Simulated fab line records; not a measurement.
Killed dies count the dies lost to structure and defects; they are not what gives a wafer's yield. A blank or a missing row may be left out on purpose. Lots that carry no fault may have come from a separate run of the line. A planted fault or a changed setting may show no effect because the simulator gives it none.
fab line records | flow nand-harc
[record] lots = 5 | wafers = 15 | last-day = 24
route steps=1159 shown A_BONDPAD@1093 HYBRID_BOND@1094 THIN_TSV@1101 END@1159
lots with no fault: from the same line, run without faults
start-h: the number of hours between the record's first day and the start of the first shown wafer of the lot | wait-h: hours from the lot's prior step to this one | " as in the row above | L1.1+2: a single row standing in for several wafers | - no value present, or no start provided | * or withheld: withheld | < > ~ a bound
route shown NAME@n: NAME is a module with steps in the file, n the number in the route of the first one | usual: mean/standard deviation taken from wafers without a fault | same: alike in all rows | chamber/n: place in a boat | sites: per-site readings | _std_site: the values' standard deviation | _edge_site: the outer-site mean with the inner-site mean subtracted | radius-mm: for every site, how far away it sits from the centre of the wafer | mask NAME#n: copy n | behind: the tool/chamber that last shaped the wafer | hold: reason for holding the lot/hours on hold/outcome of the hold | device: which transistor (n, p or np) failed to switch | end of line: the same wafers' tests at the end of the route | where a step has no rows: the recipe by itself | killed: count of dies lost to structure and defects at first sort (not the wafer's yield) | map: the dies of a wafer, with x for killed, . for not killed, _ for no die there
set.NAME: the setting the step ran with; set.NAME@STEP: the setting that earlier step ran with | model.NAME: the simulator's own value behind a step, which no gauge read
lots seen at some steps along the route; tables by step, rows by wafer
services: from which hour (start-h, from the record's first day; less than 0 if before it) a tool's chamber was out of use, for how many hours, and why
[[steps]]
[step NHARC_A_BONDPAD_INSPECT_23]
[usual] raw-defect-count = 444/100
lot.wafer | tool              | chamber | start-h | wait-h | raw-defect-count
L359.1    | defect-inspect-01 | -       | 420.53  | 0.0    | 335
L359.2    | "                 | -       | "       | "      | 337
L359.4    | "                 | -       | "       | "      | 368
L368.2    | defect-inspect-01 | -       | 475.05  | 0.0    | 459
L368.3    | "                 | -       | "       | "      | 410
L368.6    | "                 | -       | "       | "      | 490
L370.4    | defect-inspect-02 | -       | 510.59  | 0.0    | 401
L370.5    | "                 | -       | "       | "      | 541
L370.6    | "                 | -       | "       | "      | 531
L377.4    | defect-inspect-02 | -       | 519.61  | 0.0    | 515
L377.5    | "                 | -       | "       | "      | 360
L377.6    | "                 | -       | "       | "      | 468
L380.1    | defect-inspect-02 | -       | 545.13  | 0.0    | 457
L380.4    | "                 | -       | "       | "      | 609
L380.6    | "                 | -       | "       | "      | 408
[step NHARC_HYBRID_BOND_ACTIVATE_00]
[recipe] time-s = 60 | n2-flow-sccm = 200 | ar-flow-sccm = 0 | bias-power-w = 0 | chemistry = N2
[step NHARC_HYBRID_BOND_PRECLEAN_01]
[recipe] time-s = 300 | temp-c = 23 | chemistry = DIW
[step NHARC_HYBRID_BOND_SRD_02]
[recipe] time-s = 30 | temp-c = 23 | dry-time-s = 20 | spin-rpm = 1500
[step NHARC_HYBRID_BOND_BOND_03]
[recipe] temp-c = 25
[step NHARC_HYBRID_BOND_ANNEAL_04]
[recipe] temp-c = 300 | time-s = 7200 | ramp-up-c-per-min = 5 | ramp-down-c-per-min = 3 | idle-temp-c = 100 | pressure-atm = 1
[step NHARC_HYBRID_BOND_OVL_MEAS_05]
[usual] overlay-x-nm = 1/31 | overlay-y-nm = 3/31
lot.wafer | tool       | chamber | start-h | wait-h | overlay-x-nm | overlay-y-nm
L359.1    | overlay-02 | -       | 429.62  | 0.4    | 3            | -77
L359.2    | "          | -       | "       | "      | -12          | 25
L359.4    | "          | -       | "       | "      | -13          | -1
L368.2    | overlay-01 | -       | 482.42  | 0.4    | 14           | -7
L368.3    | "          | -       | "       | "      | 27           | -21
L368.6    | "          | -       | "       | "      | 2            | 67
L370.4    | overlay-01 | -       | 522.72  | 0.4    | 10           | 22
L370.5    | "          | -       | "       | "      | 2            | 15
L370.6    | "          | -       | "       | "      | -10          | -46
L377.4    | overlay-02 | -       | 527.02  | 0.4    | -9           | -13
L377.5    | "          | -       | "       | "      | -4           | 0
L377.6    | "          | -       | "       | "      | -29          | 15
L380.1    | overlay-01 | -       | 554.58  | 0.4    | -30          | -10
L380.4    | "          | -       | "       | "      | -13          | -20
L380.6    | "          | -       | "       | "      | 25           | -5
[step NHARC_HYBRID_BOND_INSPECT_06]
[recipe] inspect-instrument = ir-void
[usual] raw-defect-count = 32/15
lot.wafer | tool              | chamber | start-h | wait-h | raw-defect-count
L359.1    | defect-inspect-02 | -       | 429.74  | 0.1    | 9
L359.2    | "                 | -       | "       | "      | 16
L359.4    | "                 | -       | "       | "      | 14
L368.2    | defect-inspect-01 | -       | 482.47  | 0.1    | 26
L368.3    | "                 | -       | "       | "      | 26
L368.6    | "                 | -       | "       | "      | 25
L370.4    | defect-inspect-01 | -       | 522.78  | 0.1    | 25
L370.5    | "                 | -       | "       | "      | 16
L370.6    | "                 | -       | "       | "      | 18
L377.4    | defect-inspect-01 | -       | 527.09  | 0.1    | 20
L377.5    | "                 | -       | "       | "      | 9
L377.6    | "                 | -       | "       | "      | 24
L380.1    | defect-inspect-01 | -       | 554.63  | 0.0    | 49
L380.4    | "                 | -       | "       | "      | 51
L380.6    | "                 | -       | "       | "      | 44
[step NHARC_THIN_TSV_GRIND_00]
[recipe] target-thk-um = 6
[usual] motor-current-A = 11.999/0.021
lot.wafer | tool       | chamber | start-h | wait-h | motor-current-A
L359.1    | grinder-01 | 0       | 434.63  | 4.9    | 12.024
L359.2    | "          | 0       | "       | "      | 11.967
L359.4    | "          | 0       | "       | "      | 11.973
L368.2    | grinder-01 | 0       | 484.04  | 1.6    | 11.965
L368.3    | "          | 0       | "       | "      | 12.003
L368.6    | "          | 0       | "       | "      | 12.000
L370.4    | grinder-01 | 0       | 524.73  | 1.9    | 11.985
L370.5    | "          | 0       | "       | "      | 12.023
L370.6    | "          | 0       | "       | "      | 12.010
L377.4    | grinder-01 | 0       | 529.02  | 1.9    | 12.009
L377.5    | "          | 0       | "       | "      | 11.979
L377.6    | "          | 0       | "       | "      | 12.016
L380.1    | grinder-01 | 0       | 555.98  | 1.4    | 12.000
L380.4    | "          | 0       | "       | "      | 12.033
L380.6    | "          | 0       | "       | "      | 12.003
[step NHARC_THIN_TSV_CMP_01]
[recipe] target-thk-um = 3
[usual] motor-current-A = 12.1/1.2
lot.wafer | tool   | chamber | start-h | wait-h | motor-current-A
L359.4    | cmp-03 | 3       | 435.88  | 0.4    | 14.9
L359.2    | "      | 0       | "       | "      | 13.4
L359.1    | "      | 1       | "       | "      | 12.8
L368.3    | cmp-04 | 0       | 485.08  | 0.6    | 11.1
L368.2    | "      | 1       | "       | "      | 11.0
L368.6    | "      | 0       | "       | "      | 11.5
L370.4    | cmp-04 | 1       | 525.38  | 0.5    | 10.8
L370.5    | "      | 0       | "       | "      | 10.9
L370.6    | "      | 1       | "       | "      | 10.7
L377.4    | cmp-03 | 3       | 529.66  | 0.4    | 15.0
L377.5    | "      | 2       | "       | "      | 11.5
L377.6    | "      | 3       | "       | "      | 14.8
L380.4    | cmp-04 | 1       | 557.21  | 0.4    | 10.7
L380.1    | "      | 2       | "       | "      | 11.2
L380.6    | "      | 1       | "       | "      | 11.1
[step NHARC_THIN_TSV_THK_MEAS_02]
[recipe] thk-meas-gauge = ir
[usual] thk-nm = 2997/270
lot.wafer | tool          | chamber | start-h | wait-h | thk-nm
L359.1    | film-metro-02 | -       | 436.14  | -      | 3035
L359.2    | "             | -       | "       | "      | 2925
L359.4    | "             | -       | "       | "      | 3174
L368.2    | film-metro-01 | -       | 485.35  | 0.2    | 2907
L368.3    | "             | -       | "       | "      | 2839
L368.6    | "             | -       | "       | "      | 2804
L370.4    | film-metro-01 | -       | 525.63  | -      | 3117
L370.5    | "             | -       | "       | "      | 2913
L370.6    | "             | -       | "       | "      | 2589
L377.4    | film-metro-01 | -       | 529.91  | 0.2    | 3083
L377.5    | "             | -       | "       | "      | 3036
L377.6    | "             | -       | "       | "      | 2642
L380.1    | film-metro-02 | -       | 557.48  | 0.2    | 2733
L380.4    | "             | -       | "       | "      | 2832
L380.6    | "             | -       | "       | "      | 2692
[step NHARC_THIN_TSV_SRD_03]
[step NHARC_THIN_TSV_PRECLEAN_41]
[recipe] time-s = * | temp-c = 50 | bath-age-min = 0 | chemistry = SC1
lot.wafer  | tool         | chamber | start-h | wait-h
L359.1+4+2 | wet-bench-10 | 4,5,7   | 436.21  | 0.0
L368.2+6+3 | wet-bench-08 | 4,5,7   | 485.41  | 0.0
L370.6+5+4 | wet-bench-10 | 2,5,6   | 525.69  | 0.0
L377.5+4+6 | wet-bench-08 | 5,7,0   | 529.97  | 0.0
L380.1+6+4 | wet-bench-08 | 4,6,1   | 557.54  | 0.0
[step NHARC_THIN_TSV_SRD_42]
[step NHARC_THIN_TSV_DEP_43]
[recipe] target-thk-a = 13285 | temp-c = withheld | pressure-torr = 6.5 | rf-w = 900 | teos-flow-sccm = 161.4 | flow-sccm = 2650 | target-thk-nm = 1328.5 | gas = O2 | material = SiO2
[step NHARC_THIN_TSV_DEHYDRATE_04]
[recipe] temp-c = 150 | time-s = 120
[step NHARC_THIN_TSV_HMDS_05]
[recipe] time-s = 30
[step NHARC_THIN_TSV_COAT_06]
[recipe] spin-rpm = *
[step NHARC_THIN_TSV_SOFTBAKE_07]
[recipe] temp-c = 122 | time-s = 95
[step NHARC_THIN_TSV_EBR_08]
[step NHARC_THIN_TSV_EXPOSE_09]
[recipe] na = 0.55 | dose-mj = 30.7 | mask-id = TSV
[step NHARC_THIN_TSV_PEB_10]
[recipe] peb-temp-c = 118 | peb-time-s = 85
[step NHARC_THIN_TSV_DEVELOP_11]
[recipe] time-s = 70
[step NHARC_THIN_TSV_CD_MEAS_12]
[recipe] target-cd-nm = 1000 | landing-energy-ev = 500
[usual] cd-nm = 999.4/1.4
lot.wafer | tool      | chamber | start-h | wait-h | cd-nm
L359.1    | cd-sem-01 | 0       | 437.27  | -      | 1001.3
L359.2    | "         | 0       | "       | "      | 1001.1
L359.4    | "         | 0       | "       | "      | 1001.3
L368.2    | cd-sem-03 | 0       | 486.28  | -      | 999.9
L368.3    | "         | 0       | "       | "      | 998.7
L368.6    | "         | 0       | "       | "      | 997.6
L370.4    | cd-sem-02 | 0       | 526.79  | -      | 1000.9
L370.5    | "         | 0       | "       | "      | 1000.1
L370.6    | "         | 0       | "       | "      | 999.3
L377.4    | cd-sem-02 | 0       | 530.84  | -      | 999.3
L377.5    | "         | 0       | "       | "      | 999.2
L377.6    | "         | 0       | "       | "      | 998.9
L380.1    | cd-sem-03 | 0       | 558.54  | -      | 999.0
L380.4    | "         | 0       | "       | "      | 998.9
L380.6    | "         | 0       | "       | "      | 997.9
[step NHARC_THIN_TSV_HARDBAKE_13]
[recipe] temp-c = 125 | time-s = 80
[step NHARC_THIN_TSV_DESCUM_14]
[recipe] time-s = 3 | o2-flow-sccm = 200 | ar-flow-sccm = 0 | bias-power-w = 0 | chemistry = O2
[step NHARC_THIN_TSV_ETCH_44]
[recipe] target-depth-a = 15942 | time-s = 797.1 | cf4-flow-sccm = 150 | o2-flow-sccm = 10 | ar-flow-sccm = 0 | rf-w = 300 | bias-w = 800 | chemistry = CF4/O2
[step NHARC_THIN_TSV_ETCH_15]
[recipe] target-depth-a = 30000 | bosch-target-overetch-cycles = 2 | bosch-etch-step-s = 2.8 | bosch-dep-step-s = 1.2 | bosch-cycles = 14
[usual] drypump-motor-current-A = 5.7/0.57
lot.wafer | tool      | chamber | start-h | wait-h | drypump-motor-current-A | rf-hours-counter-h
L359.1    | rie-si-06 | 0       | 438.09  | -      | 5.9                     | 0.2
L359.2    | "         | 1       | "       | "      | 6.7                     | 0.2
L359.4    | "         | 0       | "       | "      | 5.9                     | -
L368.3    | rie-si-06 | 2       | 487.11  | -      | 5.2                     | 0.4
L368.2    | "         | 0       | "       | "      | 5.9                     | 0.5
L368.6    | "         | 1       | "       | "      | 6.7                     | -
L370.4    | rie-si-06 | 3       | 527.63  | -      | 5.3                     | 0.9
L370.5    | "         | 0       | "       | "      | 5.9                     | -
L370.6    | "         | 1       | "       | "      | 6.6                     | -
L377.4    | rie-si-01 | 1       | 531.66  | -      | 6.0                     | 0.4
L377.6    | "         | 0       | "       | "      | 5.4                     | -
L377.5    | "         | 1       | "       | "      | 6.0                     | -
L380.4    | rie-si-06 | 2       | 559.40  | -      | 5.2                     | 1.0
L380.1    | "         | 3       | "       | "      | 5.3                     | 1.2
L380.6    | "         | 1       | "       | "      | 6.6                     | -
[step NHARC_THIN_TSV_CD_MEAS_16]
[usual] cd-nm = 999.2/1.4
lot.wafer | tool      | chamber | start-h | wait-h | cd-nm
L359.1    | cd-sem-03 | -       | 438.26  | 0.2    | 1001.3
L359.2    | "         | -       | "       | "      | 1001.7
L359.4    | "         | -       | "       | "      | 1001.0
L368.2    | cd-sem-01 | -       | 487.24  | 0.1    | 999.7
L368.3    | "         | -       | "       | "      | 999.3
L368.6    | "         | -       | "       | "      | 997.9
L370.4    | cd-sem-01 | -       | 527.75  | 0.1    | 1000.2
L370.5    | "         | -       | "       | "      | 1000.3
L370.6    | "         | -       | "       | "      | 999.1
L377.4    | cd-sem-01 | -       | 531.80  | 0.1    | 999.0
L377.5    | "         | -       | "       | "      | 998.5
L377.6    | "         | -       | "       | "      | 999.0
L380.1    | cd-sem-01 | -       | 559.52  | 0.1    | 998.1
L380.4    | "         | -       | "       | "      | 998.3
L380.6    | "         | -       | "       | "      | 998.1
[step NHARC_THIN_TSV_STRIP_45]
[recipe] power-w = 1500 | temp-c = 250 | chemistry = O2
[step NHARC_THIN_TSV_STRIP_46]
[recipe] time-s = 1200 | temp-c = 72.5 | chemistry = post-etch-residue-remover
[step NHARC_THIN_TSV_DEP_47]
[recipe] target-thk-a = 2000 | temp-c = withheld | pressure-torr = 6.5 | rf-w = 900 | teos-flow-sccm = 161.4 | flow-sccm = 2650 | target-thk-nm = 200 | gas = O2 | material = SiO2
[step NHARC_THIN_TSV_ETCHBACK_48]
[recipe] target-depth-a = 10285 | over-etch-frac = 0.3 | time-s = 405.17 | ion-energy-ev = 250 | c4f8-flow-sccm = withheld | ar-flow-sccm = withheld | rf-w = 600 | bias-w = 300 | chemistry = C4F8/Ar
[step NHARC_THIN_TSV_STRIP_62]
[recipe] power-w = 1500 | temp-c = 250 | time-s = 20 | chemistry = N2/H2
[usual] drypump-motor-current-A = 6.1/0.34 | heater-power-w = 312/16
lot.wafer | tool            | chamber | start-h | wait-h | drypump-motor-current-A | heater-power-w | rf-hours-counter-h
L359.2    | plasma-asher-01 | 0       | 439.89  | -      | 5.8                     | 329            | 52
L359.1    | "               | 1       | "       | "      | 5.8                     | 308            | 52
L359.4    | "               | 1       | "       | "      | 5.9                     | 311            | -
L368.2    | plasma-asher-02 | 1       | 488.89  | -      | 6.6                     | 298            | 44
L368.3    | "               | 1       | "       | "      | 6.6                     | 306            | -
L368.6    | "               | 1       | "       | "      | 6.6                     | 294            | -
L370.4    | plasma-asher-02 | 0       | 529.44  | -      | 6.0                     | 298            | -
L370.6    | "               | 0       | "       | "      | 6.0                     | 303            | -
L370.5    | "               | 1       | "       | "      | 6.6                     | 300            | -
L377.4    | plasma-asher-02 | 0       | 533.49  | -      | 6.0                     | 306            | -
L377.6    | "               | 0       | "       | "      | 6.0                     | 305            | -
L377.5    | "               | 1       | "       | "      | 6.6                     | 300            | -
L380.1    | plasma-asher-02 | 1       | 561.46  | -      | 6.6                     | 301            | 5
L380.4    | "               | 1       | "       | "      | 6.6                     | 300            | -
L380.6    | "               | 0       | "       | "      | 6.0                     | 298            | -
[step NHARC_THIN_TSV_DEGAS_49]
[recipe] temp-c = 300 | time-s = 120
[step NHARC_THIN_TSV_PRE_CLEAN_50]
[recipe] time-s = 30 | temp-c = 280 | gas = H2/He
[usual] heater-power-w = 416/61
lot.wafer | tool           | chamber | start-h | wait-h | heater-power-w
L359.4    | pvd-sputter-01 | -       | -       | -      | 315
L359.1    | "              | -       | "       | "      | 498
L359.2    | "              | -       | "       | "      | 413
L368.2    | pvd-sputter-01 | -       | -       | -      | 483
L368.3    | "              | -       | "       | "      | 430
L368.6    | "              | -       | "       | "      | 436
L370.4    | pvd-sputter-01 | -       | -       | -      | 317
L370.5    | "              | -       | "       | "      | 358
L370.6    | "              | -       | "       | "      | 324
L377.4    | pvd-sputter-02 | -       | -       | -      | 393
L377.5    | "              | -       | "       | "      | 391
L377.6    | "              | -       | "       | "      | 384
L380.4    | pvd-sputter-01 | -       | -       | -      | 475
L380.1    | "              | -       | "       | "      | 356
L380.6    | "              | -       | "       | "      | 482
[step NHARC_THIN_TSV_PVD_19]
[recipe] target-thk-a = 200 | chamber-pressure-pa = 5 | material = TaN
[step NHARC_THIN_TSV_PVD_51]
[recipe] target-thk-a = 1000 | chamber-pressure-pa = 5 | material = Cu
[step NHARC_THIN_TSV_ECD_20]
[recipe] target-thk-a = 20000 | material = Cu
[step NHARC_THIN_TSV_ANNEAL_52]
[recipe] temp-c = 225 | time-s = 90
[step NHARC_THIN_TSV_CMP_21]
[recipe] t-overpolish-s = 30 | target-thk-nm = 2000
[step NHARC_END_SORT_01]
[recipe] temp-c = 25
[usual] defect-limited-yield = 95.7/1.5 | killed-at-array = 25/9.8 | killed-at-other = 0.8/1.1 | killed-at-periphery = 3.3/2.1 | killed-dies = 29/10 | killed-open = 3.3/1.8 | killed-short = 1.9/1.4 | sort_bin_2_pct = 1.3/0.6 | sort_bin_3_pct = 0.25/0.23 | sort_bin_4_pct = 2.8/0.97 | sort-n-pass = 648/10 | sort-rim-yield-pct = 95/3.2 | sort-yield-pct = 95.7/1.5
[same] gross-dies = 677 | sort_bin_5_pct[%] = 0 | sort_bin_6_pct[%] = 0 | sort_bin_7_pct[%] = 0 | sort_bin_8_pct[%] = 0 | sort-rim-n-gross = 106.00
lot.wafer | tool      | chamber | start-h | wait-h | defect-limited-yield[%] | killed-at-array | killed-at-other | killed-at-periphery | killed-dies | killed-open | killed-short | sort_bin_2_pct[%] | sort_bin_3_pct[%] | sort_bin_4_pct[%] | sort-n-pass | sort-rim-yield-pct[%] | sort-yield-pct[%]
L368.2    | prober-02 | 0       | 502.85  | 2.8    | 96.0                    | 22              | 1               | 4                   | 27          | 6           | 1            | 1.5               | 0                 | 2.5               | 650         | 94                    | 96.0
L368.3    | prober-02 | 0       | 503.65  | 3.1    | 95.7                    | 23              | 1               | 5                   | 29          | 2           | 4            | 0.9               | 0.30              | 3.1               | 648         | 95                    | 95.7
L368.6    | prober-02 | 0       | 506.05  | 4.0    | 95.4                    | 23              | 2               | 6                   | 31          | 3           | 7            | 0.7               | 0.15              | 3.7               | 646         | 91                    | 95.4
L370.4    | prober-01 | 0       | 550.60  | 3.4    | 86.6                    | 15              | 75              | 1                   | 91          | 0           | 3            | 4.7               | 4.28              | 4.4               | 586         | 78                    | 86.6
// killed by level:class
L368.2 A_CHANNEL_HOLE_D1:chamber-film-flake=8 A_STAIRCASE:chamber-film-flake=4 A_CONTACT:geometric-particle:open=2 P_ZERO_WELL:chamber-film-flake=2 A_SGD_CUT:chamber-film-flake=2 A_CONTACT:chamber-film-flake=2 P_M0:geometric-particle:short=1 P_M1:geometric-particle:open=1
L368.3 A_STAIRCASE:chamber-film-flake=8 A_CHANNEL_HOLE_D1:chamber-film-flake=5 A_CONTACT:chamber-film-flake=3 P_ZERO_WELL:chamber-film-flake=2 P_GATE:chamber-film-flake=2 P_STI:geometric-particle:short=1 A_SOURCE_PLATE:geometric-particle:short=1 A_ONON_D1:geometric-particle:open=1
L368.6 A_CONTACT:chamber-film-flake=5 A_SGD_CUT:chamber-film-flake=4 A_STAIRCASE:chamber-film-flake=3 A_CHANNEL_FILL_D1:geometric-particle:open=2 P_CONTACT:chamber-film-flake=2 A_CHANNEL_HOLE_D1:chamber-film-flake=2 THIN_TSV:chamber-film-flake=2 P_CONTACT:geometric-particle:short=1
L370.4 THIN_TSV:unspecified=75 A_CHANNEL_HOLE_D1:chamber-film-flake=4 A_CONTACT:chamber-film-flake=3 A_ZERO_WELL:chamber-film-flake=2 A_STAIRCASE:chamber-film-flake=2 A_CHANNEL_FILL_D1:geometric-particle:short=1 A_CONTACT:geometric-particle:short=1 A_M0:geometric-particle:short=1
// map L370.4 (x killed, . not)
____________.____________
_________......._________
_______..........._______
______x............______
_____..............._____
____...............x.____
____................x____
___...................___
___..................x___
__...................x.__
__.................xx.x__
_...x..............x.xxx_
_.................xxxxxx_
_...x.............xxxxxx_
_.................xxxxxx_
_.................xxxxxx_
..................xxxxxxx
.............x....xxxxxxx
..................xxxxxxx
...................xxxxxx
...................xxxxxx
_...........x........xxx_
_x...................xxx_
_xx..................xx._
_..x..x................x_
_....x................x._
__x....................__
__.....................__
___...................___
___...................___
____.................____
____.................____
_____..............._____
______.............______
_______......x...._______
_________......._________
____________.____________
// map L359.1 (x killed, . not)
____________.____________
_________......._________
_______..........._______
______.............______
_____..............._____
____.................____
____............x....____
___...................___
___......x....x.......___
__.....................__
__.......x.............__
_......................._
_......................._
_..................x...._
_......................._
_......................x_
.........................
..x......................
...x....................x
..........x..............
.x.......................
_............x.........._
_......................._
_...................x.x._
_......................._
_......................._
__.....................__
__.....................__
___............x..x...___
___...................___
____......x..........____
____.................____
_____............x.._____
______..x..........______
_______..........._______
_________......._________
____________.____________
[[services]]
tool            | chamber | start-h | hours | kind
rie-si-06       | -       | 420.16  | 9.0   | pm
rie-si-06       | 0       | 420.16  | 9.0   | vent-cycle
wet-bench-10    | -       | 423.22  | 8.0   | pm
pvd-sputter-01  | -       | 423.68  | 14.6  | repair
rie-si-06       | 2       | 431.82  | 11.7  | repair
cmp-03          | -       | 445.12  | 1.9   | repair
wet-bench-10    | -       | 445.47  | 3.3   | repair
cmp-03          | -       | 450.18  | 4.0   | pm
pvd-sputter-01  | -       | 452.56  | 1.1   | repair
plasma-asher-01 | -       | 453.00  | 9.0   | pm
cmp-03          | -       | 465.34  | 1.6   | repair
rie-si-01       | 2       | 471.53  | 9.2   | repair
rie-si-01       | -       | 481.00  | 9.0   | pm
plasma-asher-01 | -       | 484.49  | 3.4   | repair
cmp-03          | -       | 494.38  | 5.8   | repair
cmp-04          | -       | 498.04  | 4.0   | pm
grinder-01      | -       | 500.62  | 0.8   | repair
rie-si-01       | 2       | 509.99  | 3.0   | repair
pvd-sputter-01  | -       | 518.03  | 10.0  | pm
grinder-01      | -       | 519.04  | 1.7   | repair
grinder-01      | -       | 530.13  | 0.9   | repair
plasma-asher-02 | -       | 537.55  | 9.0   | pm
cmp-03          | -       | 548.18  | 4.0   | pm
wet-bench-08    | -       | 554.76  | 0.5   | repair
[[key]]
[first-sign] step = NHARC_END_SORT_01 | reading = killed-at-other | direction = up | sigmas = 70 | usual = 0.8 | struck = 75
[effect] step = NHARC_END_SORT_01 | reading = killed-dies | direction = up | sigmas = 6 | usual = 29 | struck = 91
[more-kills-born-at] NHARC_THIN_TSV_PRECLEAN_41@wet-bench-10 = 75
met-at NHARC_THIN_TSV_PRECLEAN_41
struck-wafers L370.4
[fault] kind = chamber-particle-source | tool = wet-bench-10 | chamber = 6 | onset-h = 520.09 | steps = NHARC_THIN_TSV_PRECLEAN_41 | rate-per-visit-cm2 = 1.7724 | end-h = 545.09
